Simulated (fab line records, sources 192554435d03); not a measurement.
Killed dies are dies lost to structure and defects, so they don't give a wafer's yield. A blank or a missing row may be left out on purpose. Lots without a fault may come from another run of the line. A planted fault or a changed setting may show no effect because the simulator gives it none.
fab line records | flow n5_finfet
record lots=5 wafers=15 last_day=18
route steps=1938 shown MOL_CONTACT_COAG@535 PASSIVATION@1936
lots that met no fault: from a run of the same line without faults
start_h: hours from the record's first day to the start of the lot's first wafer shown | wait_h: hours since the lot's step before | " the same as in the row above | L1.1+2: a row that stands for several wafers | - no value, or no start given | * or withheld: withheld | < > ~ a bound
route shown NAME@n: a module of which the file shows steps, and the number in the route of the first | usual: mean/standard deviation of fault-free wafers | same: alike in all rows | chamber/n: place in a boat | sites: the reading at each site | _std_site: their standard deviation | _edge_site: outer sites' mean less inner sites' | radius_mm: how far each site lies from the wafer's centre | mask NAME#n: copy n | behind: the tool/chamber that last shaped the wafer | hold: why the lot was held/for how many hours/how that ended | device: the transistor (n, p or np) that didn't switch | end of line: the same wafers' tests at the end of the route | a step without rows: its recipe alone | killed: dies lost to structure and defects at the first sort, not the wafer's yield | map: a wafer's dies, x killed, . not, _ none there
set.NAME: the setting as run; set.NAME@STEP: as run at that earlier step | model.NAME: the simulator's own value behind a step, which no gauge read
lots at some steps of the route; a table a step, a row a wafer
services: from which hour (start_h, from the record's first day; less than 0 if before it) a tool's chamber was out of use, for how many hours, and why
## steps
# step N5_MOL_CONTACT_COAG_CONTACT_ETCH_14
# recipe chemistry=C4F6/O2 target=SiO2 target_depth_a=275 overetch_a=85 mask_material=SOC pressure_mtorr=30 source_w=370 bias_w=185 Ar_flow_sccm=300 C4F6_flow_sccm=16 O2_flow_sccm=10 time_s=20 ion_energy_ev=259.6
# step N5_MOL_CONTACT_COAG_STRIP_109
# recipe chemistry=C4F6/O2 resist=SiARC rf_frequency_hz=6e+07
# step N5_MOL_CONTACT_COAG_ETCH_15
# recipe chemistry=CH3F/O2 target=SiNx target_depth_a=70 mask_material=SOC stop_on=Si:P over_etch_frac=0.75 ion_energy_ev=120 pressure_mtorr=30 source_w=395 bias_w=73 Ar_flow_sccm=150 CH3F_flow_sccm=30 O2_flow_sccm=20
# step N5_MOL_CONTACT_COAG_ETCH_110
# recipe chemistry=CF4/O2 target=Si target_depth_a=25 time_s=8 pressure_mtorr=100 source_w=200 bias_w=12 ion_energy_ev=60 Ar_flow_sccm=100 cf4_flow_sccm=100 O2_flow_sccm=10
# step N5_MOL_CONTACT_COAG_STRIP_98
# recipe chemistry=N2/H2 power_w=500 temp_c=40 pressure_mtorr=50 rf_frequency_hz=6e+07 overash_fraction=0.3 bias_power_w=8 h2_frac=0.5 n2_flow_sccm=300 h2_flow_sccm=300
# usual drypump_motor_current_A=5.7/0.44 h2_flow_sccm=299.9/0.88 oes_product_au=0.77/0.092 rf_vpp_V=53.9/1.5 showerhead_plenum_p_Torr=3.30/0.077 temp_c=40.00/0.11 throttle_valve_pct=18.9/0.37
# columns lot.wafer tool chamber start_h wait_h drypump_motor_current_A h2_flow_sccm oes_product_au rf_hours_counter_h rf_vpp_V showerhead_plenum_p_Torr temp_c throttle_valve_pct
L430.3 rie_diel-03 2 104.57 0.0 5.8 300.4 0.71 231 55.3 3.19 40.01 19.1
L430.4 " 3 " " 5.8 299.6 0.83 - 54.1 3.41 39.92 19.3
L430.6 " 0 " " 5.3 300.2 0.72 - 55.7 3.24 40.07 19.2
L434.2 rie_diel-01 3 126.12 0.0 6.1 298.7 0.86 57 53.8 3.27 39.87 18.4
L434.3 " 0 " " 4.9 300.5 0.69 209 54.0 3.33 40.08 19.1
L434.6 " 0 " " 4.8 299.5 0.69 - 54.6 3.32 40.00 19.2
L436.1 rie_diel-01 0 135.75 0.0 4.9 301.4 0.69 214 55.6 3.32 39.82 19.2
L436.3 " 1 " " 6.3 300.5 0.68 239 55.7 3.28 39.93 18.7
L436.6 " 1 " " 6.4 300.5 0.68 - 54.0 3.28 39.96 18.7
L441.1 rie_diel-06 3 168.09 0.0 6.0 298.5 0.67 228 53.0 3.31 39.97 19.3
L441.2 " 0 " " 5.8 298.6 0.80 115 55.0 3.23 40.06 18.4
L441.6 " 1 " " 5.7 301.1 0.70 - 54.0 3.30 39.98 18.9
L451.1 rie_diel-01 1 228.19 0.0 6.4 299.7 0.93 13 55.1 3.27 40.05 18.4
L451.4 " 2 " " 5.8 299.0 0.88 42 52.8 3.26 40.12 18.7
L451.5 " 3 " " 6.1 299.6 0.82 - 51.7 3.25 40.12 18.4
# step N5_MOL_CONTACT_COAG_CD_MEAS_99
# recipe target_cd_nm=17.2 polarity=opening
# usual cd_nm=17.3/0.32
# columns lot.wafer tool chamber start_h wait_h cd_nm
L430.3 cd_sem-01 - 104.64 - 17.5
L430.4 " - " " 17.8
L430.6 " - " " 17.3
L434.2 cd_sem-02 - 126.19 - 17.3
L434.3 " - " " 17.3
L434.6 " - " " 17.1
L436.1 cd_sem-01 - 135.82 - 17.3
L436.3 " - " " 17.3
L436.6 " - " " 17.2
L441.1 cd_sem-02 - 168.16 - 17.3
L441.2 " - " " 17.7
L441.6 " - " " 17.4
L451.1 cd_sem-03 - 228.26 - 17.4
L451.4 " - " " 17.3
L451.5 " - " " 17.2
# step N5_MOL_CONTACT_COAG_IMPLANT_129
# recipe species=Ge energy_kev=3 dose_cm2=6e+14 tilt_deg=0 rotation_deg=0
# step N5_MOL_CONTACT_COAG_PRECLEAN_111
# recipe chemistry=NF3:NH3 afs_cycles=1 temp_c=30 time_s=20 sublimation_temp_c=180 sublimation_time_s=60 pressure_torr=3 rf_power_w=30
# step N5_MOL_CONTACT_COAG_TI_SIL_19
# recipe material=Ti target_thk_a=42 temp_c=200 chamber_pressure_pa=5 power_w=5000 time_s=15
# usual throttle_valve_pct=30.2/1.5
# columns lot.wafer tool chamber start_h wait_h throttle_valve_pct
L430.3 pvd_sputter-03 - 105.23 0.2 33.4
L430.4 " - " " 29.5
L430.6 " - " " 29.5
L434.2 pvd_sputter-03 - 126.68 0.2 33.6
L434.3 " - " " 30.1
L434.6 " - " " 30.2
L436.1 pvd_sputter-03 - 136.27 0.2 30.0
L436.3 " - " " 29.8
L436.6 " - " " 27.3
L441.1 pvd_sputter-01 - 168.80 0.2 30.6
L441.2 " - " " 29.7
L441.6 " - " " 30.8
L451.1 pvd_sputter-03 - 230.06 0.3 27.3
L451.4 " - " " 30.0
L451.5 " - " " 29.6
# step N5_MOL_CONTACT_COAG_ALD_20
# recipe material=TiN target_thk_a=15 temp_c=400 ald_precursor_family=TiCl4 ald_co_reactant=NH3 pulse_time_s=1 purge_time_s=3 co_reactant_purge_time_s=2 co_reactant_pulse_time_s=2 ald_cycles=68 pressure_torr=3
# step N5_MOL_CONTACT_COAG_SIL_ANNEAL_21
# recipe temp_c=550 time_s=60 ambient=N2
# usual lamp_power_pct=6.4/0.36 wafer_temp_C_max=553.5/1.1
# columns lot.wafer tool chamber start_h wait_h lamp_power_pct wafer_temp_C_max
L430.3 rtp_anneal-01 0 105.81 0.3 6.8 554.6
L430.4 " 0 " " 6.8 554.0
L430.6 " 0 " " 6.8 553.9
L434.2 rtp_anneal-01 0 127.23 0.3 6.8 555.2
L434.3 " 0 " " 6.8 554.4
L434.6 " 0 " " 6.8 554.5
L436.1 rtp_anneal-02 0 136.79 0.2 6.1 551.8
L436.3 " 0 " " 6.1 553.1
L436.6 " 0 " " 6.1 552.0
L441.1 rtp_anneal-02 0 169.31 0.2 6.1 552.2
L441.2 " 0 " " 6.1 553.2
L441.6 " 0 " " 6.1 552.6
L451.1 rtp_anneal-02 0 230.55 0.2 6.1 552.8
L451.4 " 0 " " 6.1 552.4
L451.5 " 0 " " 6.1 553.8
# step N5_MOL_CONTACT_COAG_PRE_CLEAN_141
# recipe gas=H2/He time_s=60 temp_c=300
# usual heater_power_w=465/46
# columns lot.wafer tool chamber start_h wait_h heater_power_w
L430.3 pvd_sputter-02 - 106.49 0.7 456
L430.4 " - " " 460
L430.6 " - " " 444
L434.2 pvd_sputter-03 - 127.88 0.6 471
L434.3 " - " " 442
L434.6 " - " " 439
L436.1 pvd_sputter-01 - 137.03 0.2 445
L436.3 " - " " 437
L436.6 " - " " 442
L441.1 pvd_sputter-01 - 169.96 0.6 444
L441.2 " - " " 375
L441.6 " - " " 538
L451.1 pvd_sputter-03 - 231.51 0.9 438
L451.4 " - " " 470
L451.5 " - " " 462
# step N5_MOL_CONTACT_COAG_SPUTTER_143
# recipe material=Co target_thk_a=25 temp_c=25 chamber_pressure_pa=0.2
# usual throttle_valve_pct=30.2/1.4
# columns lot.wafer tool chamber start_h wait_h throttle_valve_pct
L430.3 pvd_sputter-02 - 106.55 0.0 30.6
L430.4 " - " " 29.9
L430.6 " - " " 29.9
L434.2 pvd_sputter-03 - 127.94 0.0 27.2
L434.3 " - " " 29.9
L434.6 " - " " 30.0
L436.1 pvd_sputter-01 - 137.09 0.0 28.7
L436.3 " - " " 29.6
L436.6 " - " " 28.9
L441.1 pvd_sputter-01 - 170.02 0.0 29.6
L441.2 " - " " 30.6
L441.6 " - " " 31.0
L451.1 pvd_sputter-03 - 231.57 0.0 29.8
L451.4 " - " " 27.2
L451.5 " - " " 27.4
# step N5_MOL_CONTACT_COAG_CO_FILL_22
# recipe material=Co target_thk_a=200 temp_c=200 precursor=CCTBA/H2 pressure_torr=30
# step N5_MOL_CONTACT_COAG_ANNEAL_113
# recipe temp_c=400 time_s=300 ambient=H2/N2
# step N5_MOL_CONTACT_COAG_PRE_CLEAN_142
# recipe gas=H2/He time_s=60 temp_c=300
# step N5_MOL_CONTACT_COAG_SPUTTER_130
# recipe material=Co target_thk_a=475 temp_c=25 chamber_pressure_pa=0.5 power_w=3000
# step N5_MOL_CONTACT_COAG_PRECLEAN_125
# recipe chemistry=DIW time_s=57.5 temp_c=23
# step N5_MOL_CONTACT_COAG_SRD_126
# recipe dry_time_s=32 dry=n2_spin spin_rpm=1500
# step N5_MOL_CONTACT_COAG_CMP_23
# recipe stop_on=SiO2 t_overpolish_s=1.5 post_cmp_clean=cu_alkaline down_force_psi=2 platen_rpm=50.289 pad_velocity_m_s=1.0006 target_thk_nm=0
# step N5_MOL_CONTACT_COAG_WET_ETCH_26
# recipe target=Co target_depth_nm=13
# step N5_MOL_CONTACT_COAG_WET_ETCH_116
# recipe chemistry=SC1-inhibited target_depth_nm=4.6 dry=ipa_marangoni rinse_time_s=30 rinse_temp_c=23
# step N5_MOL_CONTACT_COAG_ALD_27
# recipe material=SiOC target_thk_a=170 temp_c=400 ald_precursor_family=carbosiloxane ald_co_reactant=H2-plasma pulse_time_s=1.5 time_s=2720 purge_time_s=2 co_reactant_purge_time_s=2 ald_cycles=340 pressure_torr=2
# step N5_MOL_CONTACT_COAG_CMP_28
# recipe stop_on=SiNx t_overpolish_s=0.85 post_cmp_clean=alkaline_brush down_force_psi=4.15 platen_rpm=51.8 pad_velocity_m_s=1.0307 target_thk_nm=14.522
# step N5_MOL_CONTACT_COAG_THK_MEAS_29
# recipe reads=SiNx_of_GATE_CUT_PECVD_57+SiNx_of_GATE_CUT_SAC_CAP_01
# usual MD_CAP_THK=17.91/0.082
# columns lot.wafer tool chamber start_h wait_h MD_CAP_THK[nm]
L430.3 film_metro-02 - 111.83 - 17.93
L430.4 " - " " 17.91
L430.6 " - " " 17.90
L434.2 film_metro-02 - 132.89 - 17.85
L434.3 " - " " 17.83
L434.6 " - " " 17.80
L436.1 film_metro-02 - 141.71 - 18.04
L436.3 " - " " 17.78
L436.6 " - " " 17.74
L441.1 film_metro-01 - 176.05 - 17.86
L441.2 " - " " 17.78
L441.6 " - " " 17.86
L451.1 film_metro-02 - 236.28 - 17.91
L451.4 " - " " 17.92
L451.5 " - " " 17.97
# step N5_MOL_CONTACT_COAG_ALD_123
# recipe material=SiNx target_thk_a=50 temp_c=400 ald_precursor_family=SiH2I2 ald_co_reactant=N2/H2-plasma pulse_time_s=1 purge_time_s=2 co_reactant_purge_time_s=2 ald_cycles=100 pressure_torr=2
# step N5_MOL_CONTACT_COAG_PECVD_31
# recipe material=SiO2 target_thk_a=460 temp_c=400 precursor=TEOS/O2 pressure_torr=6.5 rf_w=withheld teos_flow_sccm=withheld gas=O2 flow_sccm=2650 time_s=8.9
# step N5_MOL_CONTACT_COAG_COAT_75
# recipe resist=SOC temp_c=250 time_s=60 spin_rpm=1500 resist_thk_nm=60
# step N5_MOL_CONTACT_COAG_COAT_76
# recipe resist=SiARC temp_c=220 time_s=60 spin_rpm=1500 resist_thk_nm=10
# step N5_MOL_CONTACT_COAG_COAT_77
# recipe resist=underlayer temp_c=205 time_s=60 spin_rpm=1500 resist_thk_nm=10
# step N5_MOL_CONTACT_COAG_COAT_78
# recipe resist=CAR-EUV spin_rpm=1500 resist_thk_nm=40
# step N5_MOL_CONTACT_COAG_EBR_80
# recipe solvent=PGMEA ebr_width_mm=1.5
# step N5_MOL_CONTACT_COAG_SOFTBAKE_79
# recipe temp_c=110 time_s=60 resist=CAR-EUV
# step N5_MOL_CONTACT_COAG_EXPOSE_81
# recipe mask_id=VG na=0.33 source_shape=annular sigma_inner=0.3 sigma_outer=0.7 polarization=unpolarized defocus_nm=0 dose_mj=59.5
# step N5_MOL_CONTACT_COAG_PEB_82
# recipe peb_temp_c=100 peb_time_s=60 resist=CAR-EUV
# step N5_MOL_CONTACT_COAG_DEVELOP_83
# recipe develop_time_s=30 developer=TMAH resist=CAR-EUV rinse_liquid=surfactant_rinse dry=air_spin dev_temp_c=23
# step N5_MOL_CONTACT_COAG_CD_MEAS_84
# recipe target_cd_nm=25.1 landing_energy_ev=500 detector=se_inlens polarity=opening
# usual cd_nm=25.11/0.26
# columns lot.wafer tool chamber start_h wait_h cd_nm
L430.3 cd_sem-03 0 112.71 - 25.05
L430.4 " 0 " " 24.89
L430.6 " 0 " " 25.33
L434.2 cd_sem-02 0 133.93 - 25.07
L434.3 " 0 " " 24.77
L434.6 " 0 " " 25.33
L436.1 cd_sem-02 0 142.77 - 25.65
L436.3 " 0 " " 25.25
L436.6 " 0 " " 25.30
L441.1 cd_sem-01 0 177.07 - 25.07
L441.2 " 0 " " 25.12
L441.6 " 0 " " 24.96
L451.1 cd_sem-02 0 237.16 - 25.05
L451.4 " 0 " " 25.04
L451.5 " 0 " " 24.88
# step N5_MOL_CONTACT_COAG_OVL_MEAS_85
# recipe points_per_wafer=522
# usual VG_OVL=-0.3/0.73
# columns lot.wafer tool chamber start_h wait_h VG_OVL[nm]
L430.3 overlay-01 0 112.75 0.0 -1.1
L430.4 " 0 " " -0.7
L430.6 " 0 " " -1.0
L434.2 overlay-01 0 133.97 0.0 -0.6
L434.3 " 0 " " 0.4
L434.6 " 0 " " 0.0
L436.1 overlay-01 0 142.80 0.0 -1.4
L436.3 " 0 " " -1.3
L436.6 " 0 " " -0.9
L441.1 overlay-01 0 177.10 0.0 -0.6
L441.2 " 0 " " -0.6
L441.6 " 0 " " -0.4
L451.1 overlay-02 0 237.19 0.0 -0.6
L451.4 " 0 " " -0.5
L451.5 " 0 " " 0.2
# step N5_MOL_CONTACT_COAG_DESCUM_88
# recipe chemistry=O2 time_s=7 source_power_w=50 bias_power_w=20 pressure_mtorr=20 rf_frequency_hz=2.712e+07 temp_c=40 resist=CAR-EUV o2_flow_sccm=225
# usual drypump_motor_current_A=5.7/0.44 oes_product_au=0.79/0.1 rf_vpp_V=242.8/1 showerhead_plenum_p_Torr=2.07/0.053 temp_c=39.98/0.11 throttle_valve_pct=20.5/0.32
# columns lot.wafer tool chamber start_h wait_h drypump_motor_current_A oes_product_au rf_hours_counter_h rf_vpp_V showerhead_plenum_p_Torr temp_c throttle_valve_pct
L430.3 rie_diel-01 3 113.32 0.5 6.1 0.86 52 241.7 2.04 40.04 20.0
L430.4 " 0 " " 4.9 0.69 204 243.4 2.07 40.11 20.7
L430.6 " 3 " " 6.1 0.87 - 242.3 2.04 39.82 20.0
L434.2 rie_diel-06 1 134.25 0.2 5.8 0.70 206 243.0 2.06 40.03 20.5
L434.3 " 3 " " 6.0 0.67 215 243.6 2.10 39.95 20.9
L434.6 " 1 " " 5.8 0.70 - 244.9 2.06 39.87 20.5
L436.1 rie_diel-06 1 143.27 0.4 5.8 0.70 210 243.6 2.06 39.85 20.5
L436.3 " 2 " " 4.9 0.94 30 243.4 2.13 40.01 20.6
L436.6 " 0 " " 5.8 0.80 - 241.3 2.00 39.98 20.0
L441.1 rie_diel-03 0 177.23 0.1 5.2 0.71 195 242.9 1.98 40.05 20.3
L441.2 " 1 " " 5.9 0.92 23 243.6 2.16 40.09 20.1
L441.6 " 0 " " 5.2 0.71 - 241.9 1.98 40.15 20.3
L451.1 rie_diel-01 0 237.95 0.7 4.8 0.66 250 242.2 2.05 39.83 20.8
L451.4 " 1 " " 6.4 0.92 17 243.5 2.06 40.11 20.3
L451.5 " 0 " " 4.8 0.66 - 242.6 2.05 39.90 20.8
# step N5_PASSIVATION_PROBE_49
# usual killed_at_M0_to_M3=35/11 killed_at_M4_up=14/5.4 killed_at_contacts=13/6 killed_at_front_end=38/11 killed_at_other=3.4/2.6 killed_dies=104/19 killed_open=68/13 killed_short=34/8.5
# same gross_dies=1180 killed_at_back_side=0
# columns lot.wafer tool chamber start_h wait_h killed_at_M0_to_M3 killed_at_M4_up killed_at_contacts killed_at_front_end killed_at_other killed_dies killed_open killed_short
L441.1 prober-01 - 395.56 0.0 23 5 163 24 3 218 52 17
L441.2 prober-01 - 395.61 0.1 20 11 8 40 5 84 44 39
L441.6 prober-01 - 395.81 0.3 36 9 13 25 9 92 57 33
# killed by level:class
L441.1 MOL_CONTACT_COAG:unspecified=149 MOL_CONTACT_COAG:geometric_particle:open=12 BEOL_M2:geometric_particle:open=6 DUMMY_GATE:geometric_particle:open=5 FIN_SAQP:geometric_particle:open=4 STI_FIN_REVEAL:geometric_particle:open=4 BEOL_M1:geometric_particle:open=4 BEOL_M0:geometric_particle:open=4
L441.2 BEOL_M0_SAQP:geometric_particle:open=8 FIN_SAQP:geometric_particle:open=7 BEOL_M0_SAQP:geometric_particle:short=7 ILD0:geometric_particle:short=6 GATE_CUT:geometric_particle:short=4 MOL_CONTACT_COAG:geometric_particle:open=4 MOL_CONTACT_COAG:geometric_particle:short=4 BEOL_M7:geometric_particle:open=4
L441.6 MOL_CONTACT_COAG:geometric_particle:open=10 BEOL_M3:geometric_particle:open=9 BEOL_M1:geometric_particle:open=8 BEOL_M2:geometric_particle:short=6 BEOL_M2:geometric_particle:open=6 FIN_SAQP:geometric_particle:short=4 GATE_CUT:geometric_particle:short=4 FIN_SAQP:geometric_particle:open=3
# map L441.1 (x killed, . not)
_________________............________________
______________..x..............._____________
___________...................x.x..__________
__________.........................._________
________.............................._______
_______..x......................x......______
______..................x.......x......._____
_____.....x.x...x......x..x..............____
____......................................___
___........x...............................__
___........x.......x.......................__
__.........x.............x.................._
__.........................................x_
_...................x..................x.....
_.x................x.x.x...x....x.x..........
_............x.xxxxxx......x.........x.......
_...x.......x..xxxxxxxxx.x....x..x.........xx
_..........x.xxxxxxxxxxxxxx..................
_.....x.....xxxxxxxxxxxxxx...............x...
_.........xx.xxxxxxxxxxxxx...................
_..........xxxxxxxxxxxxxxxx........x.........
__.........xxxxxxxxxxxxxx.x....x............_
__........x...xxxxxxxxxxxxx.......x...x.x..._
___.......x.xxxxxxxxxxxxxx.................__
___........xxxxxxxxxxxxxx..................__
____x.......x..xxxxxxxxxx.................___
_____.........xxxxx.xx..x............x.x.____
______............x..xx................._____
_______....x...xx......................______
________.......x.....x................_______
__________...............x...xx....._________
___________..............x.x.......__________
______________x..........xx....x_____________
_________________...x.......x________________
# map L436.6 (x killed, . not)
_________________.....x......________________
______________x...x.x......x...._____________
___________..........x......xx.....__________
__________...x....x.......x........._________
________x........x............x......._______
_______x...............x.............x.______
______...............x.......x.........._____
_____...............x.....x...xxxx.......____
____..........x...........x..x............___
___......................x...x.............__
___.....................x......x......xx..x__
__.........................................._
__.................x..............x........._
_.x...............xx..........x.x............
_................x................x....x....x
_..x.........x..........x......x.x.x...x.....
_.x.........x.............x..x..x............
_..x.....................x.....x............x
_............x...x.......x...x...x...........
_.............x..........x...................
_....x.......x......................x........
__..................x...x...........x.x....._
__..x..xx..x...................x..........xx_
___...................x...........x......x.__
___........x.........x.....................__
____.x.........x.....x.....x............x.___
_____.......x......................x.xx..____
______..............xx.....x..........x._____
_______..xx.....x......................______
________.................x...x........_______
__________.......................x.._________
___________.......................x__________
______________................x._____________
_________________............________________
## services
# columns tool chamber start_h hours kind
rie_diel-03 1 104.01 - clean
rie_diel-03 1 104.01 - consumable_replace:focus_ring
rie_diel-03 1 104.01 17.7 scheduled_down
rie_diel-03 1 104.01 17.7 vent_cycle
rtp_anneal-01 - 114.21 3.2 pm
rie_diel-06 2 127.22 13.3 repair
rie_diel-01 3 129.40 7.0 repair
rie_diel-06 1 153.08 4.2 repair
rie_diel-03 2 157.10 - clean
rie_diel-03 2 157.10 - consumable_replace:esc
rie_diel-03 2 157.10 - consumable_replace:focus_ring
rie_diel-03 2 157.10 - consumable_replace:showerhead
rie_diel-03 2 157.10 28.5 scheduled_down
rie_diel-03 2 157.10 28.5 vent_cycle
pvd_sputter-02 - 159.51 2.8 repair
rie_diel-01 1 162.13 - clean
rie_diel-01 1 162.13 - consumable_replace:focus_ring
rie_diel-01 1 162.13 17.2 scheduled_down
rie_diel-01 1 162.13 17.2 vent_cycle
rtp_anneal-01 - 193.00 75.2 pm
rie_diel-03 2 201.74 28.7 repair
pvd_sputter-02 - 207.13 4.6 repair
rie_diel-06 1 214.36 13.2 repair
rie_diel-03 - 219.88 28.1 pm
## key
first_sign step=N5_PASSIVATION_PROBE_49 reading=killed_at_contacts direction=up sigmas=25 usual=13 struck=163
effect step=N5_PASSIVATION_PROBE_49 reading=killed_dies direction=up sigmas=6.1 usual=104 struck=218
more_kills_born_at N5_MOL_CONTACT_COAG_SPUTTER_143@pvd_sputter-01=149
met_at N5_MOL_CONTACT_COAG_SPUTTER_143
struck_wafers L441.1
tester_left_out L441
onset_between 137.09 170.02
fault kind=chamber_particle_source tool=pvd_sputter-01 chamber=- onset_h=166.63 steps=N5_MOL_CONTACT_COAG_SPUTTER_143 rate_per_visit_cm2=1.4917 end_h=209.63 scope=struck_wafers_only
# tester_left_out: of these lots the tester's yield and bins aren't shown, on N5 and GAA mostly nor the transistor test; their killed dies are dies lost to structure and defects alone, not to doping, threshold or leakage, so they don't give the yield
